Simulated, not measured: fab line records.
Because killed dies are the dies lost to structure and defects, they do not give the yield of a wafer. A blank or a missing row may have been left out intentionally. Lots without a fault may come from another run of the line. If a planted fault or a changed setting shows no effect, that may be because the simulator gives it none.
Matching of chambers | flow n5 finfet | N5_FIN_SAQP_ETCH_52 on rie diel-03: 4 sister chambers
The step etches SOC in N2/H2, target depth 100 nm, overetch 20 nm, time 150 s. 4 wafers are shown with their chamber, then 9 later ones without.

== WAFERS WITH THEIR CHAMBER ==
wafer  | chamber | drypump motor current A (A)
L080.5 | 2       | 5.8
L083.4 | 1       | 5.6
L089.1 | 3       | 5.9
L089.6 | 0       | 6.5

== WAFERS WHOSE CHAMBER IS MISSING ==
wafer  | drypump motor current A (A)
L094.1 | 5.9
L094.4 | 5.9
L094.6 | 6.5
L095.2 | 5.5
L095.5 | 5.5
L095.6 | 6.5
L097.2 | 5.9
L097.5 | 5.5
L097.6 | 6.6

== WHICH CHAMBER EACH ONE RAN IN ==
wafer  | from the rows above     | in truth
L094.1 | can't be placed: 3 or 2 | 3
L094.4 | can't be placed: 3 or 2 | 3
L094.6 | 0                       | 0
L095.2 | 1                       | 1
L095.5 | 1                       | 1
L095.6 | 0                       | 0
L097.2 | can't be placed: 3 or 2 | 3
L097.5 | 1                       | 1
L097.6 | 0                       | 0
Placed correctly: 6 of 9. Can't be placed from these rows: 3 (the true chamber is among the candidates in 3). Wrongly placed: 0.
How it was worked out, from the rows above alone: a wafer's distance from a chamber is the root of the sum, over the readings, of the square of ((its reading less the chamber's mean) divided by the reading's scatter). The wafer belongs to the nearest chamber; if the next one is less than 2 further off, it can't be placed. A chamber's mean is the mean of its shown wafers. The scatter: with one shown wafer a chamber, the root of the mean of the squares of how far each hidden wafer lies from its nearest shown one.
